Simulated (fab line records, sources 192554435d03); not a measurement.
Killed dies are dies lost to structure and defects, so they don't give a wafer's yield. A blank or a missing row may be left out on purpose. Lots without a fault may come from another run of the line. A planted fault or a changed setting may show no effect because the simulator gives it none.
Which tool did it? | flow n5_finfet | 24 lots, 72 wafers sampled, at 6 steps of a route of 1938

WHAT THE GAUGES READ, wafer by wafer
The record holds no reading of a measuring or inspecting step that can be judged against a usual standard deviation.

WHICH TOOL RAN EACH LOT (tool, then ch and the chambers of the sampled wafers, then the start)
lot  | N5_BEOL_M2_DEP_57               | N5_BEOL_M3_SURFACE_TREAT_85  | N5_BEOL_M3_SPUTTER_48        | N5_BEOL_M3_ANNEAL_82         | N5_BEOL_M3_ANNEAL_89         | N5_BEOL_M3_SPUTTER_90
L074 | pecvd-04 ch 0,2, day 7 00:39    | pvd_sputter-02, day 7 04:31  | pvd_sputter-02, day 7 04:46  | pvd_sputter-02, day 7 05:17  | pvd_sputter-02, day 7 05:43  | pvd_sputter-02, day 7 05:52
L075 | pecvd-04 ch 0,1, day 7 08:10    | pvd_sputter-02, day 7 17:22  | pvd_sputter-01, day 7 17:36  | pvd_sputter-01, day 7 18:07  | pvd_sputter-01, day 7 18:34  | pvd_sputter-01, day 7 18:42
L076 | pecvd-01 ch 0,2, day 8 05:22    | pvd_sputter-01, day 8 12:42  | pvd_sputter-02, day 8 13:06  | pvd_sputter-02, day 8 13:37  | pvd_sputter-02, day 8 14:04  | pvd_sputter-02, day 8 14:12
L077 | pecvd-01 ch 1,2, day 8 08:31    | pvd_sputter-01, day 8 16:08  | pvd_sputter-01, day 8 16:27  | pvd_sputter-01, day 8 16:58  | pvd_sputter-01, day 8 17:25  | pvd_sputter-01, day 8 17:33
L078 | pecvd-01 ch 0,1, day 8 08:46    | pvd_sputter-02, day 8 17:13  | pvd_sputter-01, day 8 18:17  | pvd_sputter-01, day 8 18:49  | pvd_sputter-01, day 8 19:15  | pvd_sputter-01, day 8 19:23
L079 | pecvd-04 ch 0,1,2, day 8 11:22  | pvd_sputter-03, day 8 21:14  | pvd_sputter-03, day 8 23:17  | pvd_sputter-03, day 8 23:49  | pvd_sputter-03, day 9 00:15  | pvd_sputter-03, day 9 00:23
L080 | pecvd-04 ch 0,1,2, day 8 11:46  | pvd_sputter-02, day 8 17:05  | pvd_sputter-02, day 8 17:22  | pvd_sputter-02, day 8 17:53  | pvd_sputter-02, day 8 18:19  | pvd_sputter-02, day 8 18:28
L081 | pecvd-04 ch 0,2, day 8 19:40    | pvd_sputter-02, day 9 01:04  | pvd_sputter-03, day 9 01:20  | pvd_sputter-03, day 9 01:51  | pvd_sputter-03, day 9 02:17  | pvd_sputter-03, day 9 02:26
L082 | pecvd-04 ch 1,2, day 8 23:36    | pvd_sputter-03, day 9 04:38  | pvd_sputter-03, day 9 05:10  | pvd_sputter-03, day 9 05:41  | pvd_sputter-03, day 9 06:07  | pvd_sputter-03, day 9 06:16
L083 | pecvd-03 ch 0,1,2, day 9 00:14  | pvd_sputter-03, day 9 04:41  | pvd_sputter-01, day 9 05:01  | pvd_sputter-01, day 9 05:32  | pvd_sputter-01, day 9 05:58  | pvd_sputter-01, day 9 06:07
L084 | pecvd-04 ch 0,1,2, day 9 13:32  | pvd_sputter-02, day 9 21:54  | pvd_sputter-02, day 9 22:11  | pvd_sputter-02, day 9 22:42  | pvd_sputter-02, day 9 23:08  | pvd_sputter-02, day 9 23:17
L085 | pecvd-01 ch 0,1, day 9 20:05    | pvd_sputter-03, day 10 02:56 | pvd_sputter-02, day 10 03:59 | pvd_sputter-02, day 10 04:31 | pvd_sputter-02, day 10 04:57 | pvd_sputter-02, day 10 05:05
L086 | pecvd-04 ch 0,2, day 10 10:13   | pvd_sputter-03, day 10 18:23 | pvd_sputter-02, day 10 19:05 | pvd_sputter-02, day 10 19:37 | pvd_sputter-02, day 10 20:03 | pvd_sputter-02, day 10 20:11
L087 | pecvd-03 ch 0,1, day 10 12:42   | pvd_sputter-02, day 10 19:03 | pvd_sputter-01, day 10 20:14 | pvd_sputter-01, day 10 20:46 | pvd_sputter-01, day 10 21:12 | pvd_sputter-01, day 10 21:20
L088 | pecvd-03 ch 0,1,2, day 10 13:05 | pvd_sputter-02, day 10 21:36 | pvd_sputter-03, day 10 21:52 | pvd_sputter-03, day 10 22:23 | pvd_sputter-03, day 10 22:49 | pvd_sputter-03, day 10 22:58
L089 | pecvd-03 ch 0,1, day 10 21:09   | pvd_sputter-03, day 11 03:23 | pvd_sputter-03, day 11 03:44 | pvd_sputter-03, day 11 04:19 | pvd_sputter-03, day 11 04:47 | pvd_sputter-03, day 11 04:56
L091 | pecvd-04 ch 0,1,2, day 11 06:13 | pvd_sputter-02, day 11 09:55 | pvd_sputter-02, day 11 10:13 | pvd_sputter-02, day 11 10:44 | pvd_sputter-02, day 11 11:10 | pvd_sputter-02, day 11 11:19
L090 | pecvd-03 ch 0,1, day 11 06:46   | pvd_sputter-01, day 11 11:11 | pvd_sputter-03, day 11 11:41 | pvd_sputter-03, day 11 12:12 | pvd_sputter-03, day 11 12:38 | pvd_sputter-03, day 11 12:47
L092 | pecvd-01 ch 0,2, day 11 11:32   | pvd_sputter-02, day 11 17:55 | pvd_sputter-02, day 11 19:55 | pvd_sputter-02, day 11 20:26 | pvd_sputter-02, day 11 20:53 | pvd_sputter-02, day 11 21:01
L093 | pecvd-03 ch 1,2, day 11 17:42   | pvd_sputter-02, day 12 12:09 | pvd_sputter-03, day 12 12:26 | pvd_sputter-03, day 12 12:57 | pvd_sputter-03, day 12 13:23 | pvd_sputter-03, day 12 13:32
L095 | pecvd-03 ch 0,2, day 12 07:58   | pvd_sputter-03, day 12 16:41 | pvd_sputter-01, day 12 16:56 | pvd_sputter-01, day 12 17:27 | pvd_sputter-01, day 12 17:53 | pvd_sputter-01, day 12 18:02
L096 | pecvd-03 ch 0,2, day 12 16:25   | pvd_sputter-01, day 13 04:13 | pvd_sputter-01, day 13 04:30 | pvd_sputter-01, day 13 05:01 | pvd_sputter-01, day 13 05:28 | pvd_sputter-01, day 13 05:36
L094 | pecvd-04 ch 0,1,2, day 12 17:02 | pvd_sputter-03, day 13 03:26 | pvd_sputter-03, day 13 03:39 | pvd_sputter-03, day 13 04:10 | pvd_sputter-03, day 13 04:37 | pvd_sputter-03, day 13 04:45
L097 | pecvd-03 ch 0,1,2, day 12 19:42 | pvd_sputter-01, day 13 06:54 | pvd_sputter-03, day 13 07:13 | pvd_sputter-03, day 13 07:44 | pvd_sputter-03, day 13 08:10 | pvd_sputter-03, day 13 08:19
- N5_BEOL_M2_DEP_57: deposits SiCN from 3MS/NH3, target thk 8 nm, time 14 s.
- N5_BEOL_M3_SURFACE_TREAT_85
- N5_BEOL_M3_SPUTTER_48: material Cu, target thk 4.5 nm, time 8.29 s.
- N5_BEOL_M3_ANNEAL_82: time 240 s.
- N5_BEOL_M3_ANNEAL_89: time 240 s.
- N5_BEOL_M3_SPUTTER_90: material Cu, target thk 4.5 nm, time 8.29 s.

WHAT THE TOOLS THEMSELVES READ (means of the sampled wafers that have a number; where no wafer has one, the mark that the record gives instead)
N5_BEOL_M2_DEP_57.
lot  | tool     | showerhead_plenum_p_Torr (Torr) | throttle_valve_pct (%)
L074 | pecvd-04 | 3.648                           | 9.0
L075 | pecvd-04 | 3.652                           | 8.8
L076 | pecvd-01 | 3.671                           | 8.9
L077 | pecvd-01 | 3.666                           | 8.8
L078 | pecvd-01 | 3.657                           | 9.2
L079 | pecvd-04 | 3.655                           | 9.2
L080 | pecvd-04 | 3.650                           | 9.1
L081 | pecvd-04 | 3.646                           | 9.2
L082 | pecvd-04 | 3.641                           | 8.7
L083 | pecvd-03 | 3.671                           | 9.0
L084 | pecvd-04 | 3.648                           | 9.1
L085 | pecvd-01 | 3.651                           | 9.0
L086 | pecvd-04 | 3.647                           | 9.2
L087 | pecvd-03 | 3.659                           | 9.2
L088 | pecvd-03 | 3.670                           | 9.0
L089 | pecvd-03 | 3.660                           | 9.3
L091 | pecvd-04 | 3.652                           | 9.1
L090 | pecvd-03 | 3.662                           | 9.5
L092 | pecvd-01 | 3.671                           | 9.0
L093 | pecvd-03 | 3.671                           | 8.7
L095 | pecvd-03 | 3.668                           | 9.1
L096 | pecvd-03 | 3.679                           | 8.8
L094 | pecvd-04 | 3.651                           | 9.1
L097 | pecvd-03 | 3.668                           | 8.9

N5_BEOL_M3_SPUTTER_48.
lot  | tool           | throttle_valve_pct (%)
L074 | pvd_sputter-02 | 29.8
L075 | pvd_sputter-01 | 29.8
L076 | pvd_sputter-02 | 31.0
L077 | pvd_sputter-01 | 29.7
L078 | pvd_sputter-01 | 30.1
L079 | pvd_sputter-03 | 29.4
L080 | pvd_sputter-02 | 29.4
L081 | pvd_sputter-03 | 31.3
L082 | pvd_sputter-03 | 31.2
L083 | pvd_sputter-01 | 30.1
L084 | pvd_sputter-02 | 32.0
L085 | pvd_sputter-02 | 31.4
L086 | pvd_sputter-02 | 31.0
L087 | pvd_sputter-01 | 29.8
L088 | pvd_sputter-03 | 29.5
L089 | pvd_sputter-03 | 29.3
L091 | pvd_sputter-02 | 31.2
L090 | pvd_sputter-03 | 29.1
L092 | pvd_sputter-02 | 30.0
L093 | pvd_sputter-03 | 29.3
L095 | pvd_sputter-01 | 29.9
L096 | pvd_sputter-01 | 30.1
L094 | pvd_sputter-03 | 28.1
L097 | pvd_sputter-03 | 29.9

N5_BEOL_M3_ANNEAL_82.
lot  | tool           | heater_power_w (W)
L074 | pvd_sputter-02 | 926
L075 | pvd_sputter-01 | 800
L076 | pvd_sputter-02 | 805
L077 | pvd_sputter-01 | 788
L078 | pvd_sputter-01 | 777
L079 | pvd_sputter-03 | 833
L080 | pvd_sputter-02 | 864
L081 | pvd_sputter-03 | 803
L082 | pvd_sputter-03 | 807
L083 | pvd_sputter-01 | 788
L084 | pvd_sputter-02 | 688
L085 | pvd_sputter-02 | 762
L086 | pvd_sputter-02 | 810
L087 | pvd_sputter-01 | 792
L088 | pvd_sputter-03 | 781
L089 | pvd_sputter-03 | 801
L091 | pvd_sputter-02 | 697
L090 | pvd_sputter-03 | 763
L092 | pvd_sputter-02 | 816
L093 | pvd_sputter-03 | 775
L095 | pvd_sputter-01 | 765
L096 | pvd_sputter-01 | 798
L094 | pvd_sputter-03 | 785
L097 | pvd_sputter-03 | 814

N5_BEOL_M3_ANNEAL_89.
lot  | tool           | heater_power_w (W)
L074 | pvd_sputter-02 | 921
L075 | pvd_sputter-01 | 794
L076 | pvd_sputter-02 | 817
L077 | pvd_sputter-01 | 783
L078 | pvd_sputter-01 | 772
L079 | pvd_sputter-03 | 825
L080 | pvd_sputter-02 | 864
L081 | pvd_sputter-03 | 805
L082 | pvd_sputter-03 | 807
L083 | pvd_sputter-01 | 783
L084 | pvd_sputter-02 | 695
L085 | pvd_sputter-02 | 763
L086 | pvd_sputter-02 | 813
L087 | pvd_sputter-01 | 811
L088 | pvd_sputter-03 | 792
L089 | pvd_sputter-03 | 809
L091 | pvd_sputter-02 | 701
L090 | pvd_sputter-03 | 758
L092 | pvd_sputter-02 | 822
L093 | pvd_sputter-03 | 785
L095 | pvd_sputter-01 | 773
L096 | pvd_sputter-01 | 797
L094 | pvd_sputter-03 | 773
L097 | pvd_sputter-03 | 812

N5_BEOL_M3_SPUTTER_90.
lot  | tool           | throttle_valve_pct (%)
L074 | pvd_sputter-02 | 29.6
L075 | pvd_sputter-01 | 29.9
L076 | pvd_sputter-02 | 30.9
L077 | pvd_sputter-01 | 29.6
L078 | pvd_sputter-01 | 30.2
L079 | pvd_sputter-03 | 29.4
L080 | pvd_sputter-02 | 29.6
L081 | pvd_sputter-03 | 31.2
L082 | pvd_sputter-03 | 31.1
L083 | pvd_sputter-01 | 29.9
L084 | pvd_sputter-02 | 32.1
L085 | pvd_sputter-02 | 31.5
L086 | pvd_sputter-02 | 30.8
L087 | pvd_sputter-01 | 29.7
L088 | pvd_sputter-03 | 29.3
L089 | pvd_sputter-03 | 29.1
L091 | pvd_sputter-02 | 31.3
L090 | pvd_sputter-03 | 29.0
L092 | pvd_sputter-02 | 30.0
L093 | pvd_sputter-03 | 29.3
L095 | pvd_sputter-01 | 29.8
L096 | pvd_sputter-01 | 30.0
L094 | pvd_sputter-03 | 28.0
L097 | pvd_sputter-03 | 30.0

THE ANSWER, worked out from the rows above alone
Rule: what is usual is taken from the lots themselves. Put in order of their means at a reading, lots are off if they are a third of the lots or fewer, leave a main group of 4 or more, and stand apart from it by a gap of 3 or more times the standard deviation of the main group's means; of several such gaps the widest counts. A main group whose means are all the same, to the digits that the tables above print for the reading, isn't used. A lot without any number at a reading at which 4 lots or more have one is off too. The other lots that the step has rows for count as sound. The gauges are gone through in route order, then the tools' own readings, and for those a lot's mean is taken as printed above. The first step at which some lot is off is used, and at that step the reading that is off furthest; a lot without a number counts as furthest.
No lot is off at any reading shown: from this, nothing can be told.

WHAT THE SIMULATOR HAD PUT IN
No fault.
